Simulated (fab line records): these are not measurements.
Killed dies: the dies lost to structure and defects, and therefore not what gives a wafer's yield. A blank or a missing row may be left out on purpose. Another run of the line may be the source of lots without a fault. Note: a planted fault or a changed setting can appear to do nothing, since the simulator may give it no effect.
Which of the tools did it?	flow nand_harc	6 lots, 17 wafers sampled, at 5 steps of a route of 1302

## WHAT EACH GAUGE READ, for each wafer
NHARC_END_SORT_01.
lot	measured	on	killed_dies
L835	day 25 17:26	prober-02	90 81 60
L844	day 29 22:07	prober-01	57 43 46
L849	day 32 20:57	prober-02	46 677
L853	day 33 05:31	prober-02	69 49 75

## WHAT TOOL EACH LOT RAN ON (gives the tool, then ch and the chambers of the sampled wafers, and finally the start)
lot	NHARC_A_SLIT_DEP_23	NHARC_A_SLIT_ETCH_15	NHARC_A_SLIT_ETCH_26	NHARC_A_SLIT_STRIP_18
L835	pecvd-04 ch 0,1, day 21 06:35	rie_diel-11 ch 1,2,3, day 21 07:40	har_etch-02 ch 0,1, day 21 12:14	rie_diel-11 ch 0,1,2, day 25 17:26 or earlier
L838	pecvd-04 ch 0,1,2, day 22 08:24	rie_diel-11 ch 0,3, day 22 09:20	har_etch-01 ch 0,1, day 22 14:16	rie_diel-03 ch 1,2,3, no start
L842	pecvd-01 ch 1,2, day 24 02:28	rie_diel-03 ch 0,2,3, day 24 03:31	har_etch-01 ch 1, day 24 08:32	rie_diel-11 ch 0,1, no start
L844	pecvd-01 ch 0,2, day 25 05:29	rie_diel-11 ch 1,3, day 25 06:28	har_etch-01 ch 0,1, day 25 11:17	rie_diel-11 ch 1,2,3, day 29 22:07 or earlier
L849	pecvd-01 ch 1, day 27 14:14	rie_diel-06 ch 0,2, day 27 15:28	har_etch-02 ch 1, day 27 19:52	rie_diel-06 ch 0,3, day 32 20:57 or earlier
L853	pecvd-04 ch 0,2, day 28 07:34	rie_diel-11 ch 2,3, day 28 08:43	har_etch-01 ch 0,1, day 28 13:24	rie_diel-11 ch 0,1,2, day 33 05:31 or earlier
- NHARC_A_SLIT_DEP_23: deposits SiON, target thk 100 nm.
- NHARC_A_SLIT_ETCH_15: etches the open film in O2/COS, target depth 6200 nm, time 1612 s.
- NHARC_A_SLIT_ETCH_26: etches the open film in C4F8/O2/Ar, time 90 s, target depth 400 nm.
- NHARC_A_SLIT_STRIP_18: strips in O2.

## THE ANSWER, worked out from the rows above alone
Rule: the lots themselves supply what counts as usual. Put in order of their means at a reading, lots are off if they are a third of the lots or fewer, leave a main group of 4 or more, and stand apart from it by a gap of 3 or more times the standard deviation of the main group's means; of several such gaps the widest counts. Not used: any main group whose means are identical at the precision the tables above print for the reading. Also off: a lot with no number at a reading for which 4 or more lots have one. Where the step has rows for the other lots, those lots are counted as sound.
Across all readings shown, no lot is off: no conclusion can be drawn from this.

## WHAT HAD BEEN PUT IN BY THE SIMULATOR
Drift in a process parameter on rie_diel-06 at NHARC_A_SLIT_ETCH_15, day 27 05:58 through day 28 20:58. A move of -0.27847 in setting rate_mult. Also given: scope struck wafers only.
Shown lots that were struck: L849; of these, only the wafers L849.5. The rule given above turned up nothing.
